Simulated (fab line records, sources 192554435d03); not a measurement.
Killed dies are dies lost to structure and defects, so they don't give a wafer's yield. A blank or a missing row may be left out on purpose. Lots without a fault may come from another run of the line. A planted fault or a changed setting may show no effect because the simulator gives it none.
Split-lot experiment | flow n5_finfet | 7 lots, 21 wafers read, on a route of 1938 steps

THE SPLIT
At N5_PMOS_HMC_CHANNEL_EPI_COAT_31 (time 60 s, resist thk 66 nm), the setting spin_rpm was moved away from the recipe's 1500 rpm on 6 of the 21 wafers read, by -6.3% to +6.2%. The other wafers ran this setting at the recipe's value.

FROM THE SPLIT TO THE READING: what the file shows between them, 3 steps
- N5_PMOS_HMC_CHANNEL_EPI_COAT_03: resist thk 205 nm
- N5_PMOS_HMC_CHANNEL_EPI_EBR_05
- N5_PMOS_HMC_CHANNEL_EPI_DESCUM_14: chemistry O2, time 7.9 s

THE READING
etch.depth_nm (the simulator's own value, which no gauge read), in nm, at N5_PMOS_HMC_CHANNEL_EPI_ETCH_32 (etches BARC in N2/H2, stops on SiO2, target depth 85.8 nm, time 50.3 s). The file gives no usual value for it. The 15 wafers here that ran the recipe average 66.21 nm, standard deviation 0.19 nm.

wafer  | tool, chamber at the split | spin_rpm as run, rpm | against the recipe | etch.depth_nm, nm | against lot-mates on the recipe
L075.1 | litho_track-04, 0          | 1406                 | -6.3%              | 68.64             | +2.31
L075.4 | litho_track-04, 0          | 1500                 | recipe             | 66.33             | -
L075.5 | litho_track-04, 0          | 1406                 | -6.3%              | 68.54             | +2.21
L080.1 | litho_track-04, 0          | 1447                 | -3.5%              | 67.49             | +1.27
L080.3 | litho_track-04, 0          | 1500                 | recipe             | 66.17             | -
L080.5 | litho_track-04, 0          | 1500                 | recipe             | 66.27             | -
L083.3 | litho_track-04, 0          | 1500                 | recipe             | 65.93             | -
L083.5 | litho_track-04, 0          | 1500                 | recipe             | 66.12             | -
L083.6 | litho_track-04, 0          | 1500                 | recipe             | 65.94             | -
L084.1 | litho_track-04, 0          | 1500                 | recipe             | 66.41             | -
L084.2 | litho_track-04, 0          | 1500                 | recipe             | 66.32             | -
L084.3 | litho_track-04, 0          | 1500                 | recipe             | 66.18             | -
L088.1 | litho_track-03, 0          | 1428                 | -4.8%              | 67.49             | +1.50
L088.3 | litho_track-03, 0          | 1500                 | recipe             | 65.94             | -
L088.4 | litho_track-03, 0          | 1500                 | recipe             | 66.04             | -
L090.3 | litho_track-04, 0          | 1500                 | recipe             | 66.6              | -
L090.4 | litho_track-04, 0          | 1593                 | +6.2%              | 64.64             | -1.96
L090.6 | litho_track-04, 0          | 1593                 | +6.2%              | 64.5              | -2.10
L093.1 | litho_track-04, 0          | 1500                 | recipe             | 66.23             | -
L093.3 | litho_track-04, 0          | 1500                 | recipe             | 66.34             | -
L093.6 | litho_track-04, 0          | 1500                 | recipe             | 66.4              | -

THE FIT
A straight line over all 21 wafers: etch.depth_nm changes by -0.316 nm for each +1% of spin_rpm; r = -0.97; the points scatter about the line by 0.24 nm.
The same after taking each lot's own level away (the mean of its wafers on the recipe; 21 wafers): -0.341 nm for each +1%; r = -1.00; scatter 0.089 nm.
On that fit, the largest move of spin_rpm shifts the reading by 2.1 nm.
The lots' own levels span 65.990 to 66.600 nm, that is 3.2 times the standard deviation above.
So the lot-to-lot level changes the slope little: the two slopes agree.
Check: with one of the wafers moved furthest among these (-6.3%) left out of the fit, the line predicts +2.1 nm for it against its lot-mates. It came out at +2.31 nm against them.

THE WHOLE CHAIN: every reading that the file lists as answering this split, in the file's order
step                            | what it does                                                           | reading                                                                                      | change (the file's fit)               | r (the file's)
N5_PMOS_HMC_CHANNEL_EPI_COAT_31 | time 60 s, resist thk 66 nm                                            | BARC_of_PMOS_HMC_CHANNEL_EPI_COAT_31.thk_nm (the simulator's own value, which no gauge read) | -0.339 nm for each +1% of the setting | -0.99
N5_PMOS_HMC_CHANNEL_EPI_ETCH_32 | etches BARC in N2/H2, stops on SiO2, target depth 85.8 nm, time 50.3 s | etch.depth_nm (the simulator's own value, which no gauge read)                               | -0.339 nm for each +1% of the setting | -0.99

THE FILE'S OWN FIT
etch.depth_nm changes by -0.339 nm for each +1% of spin_rpm, r = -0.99.
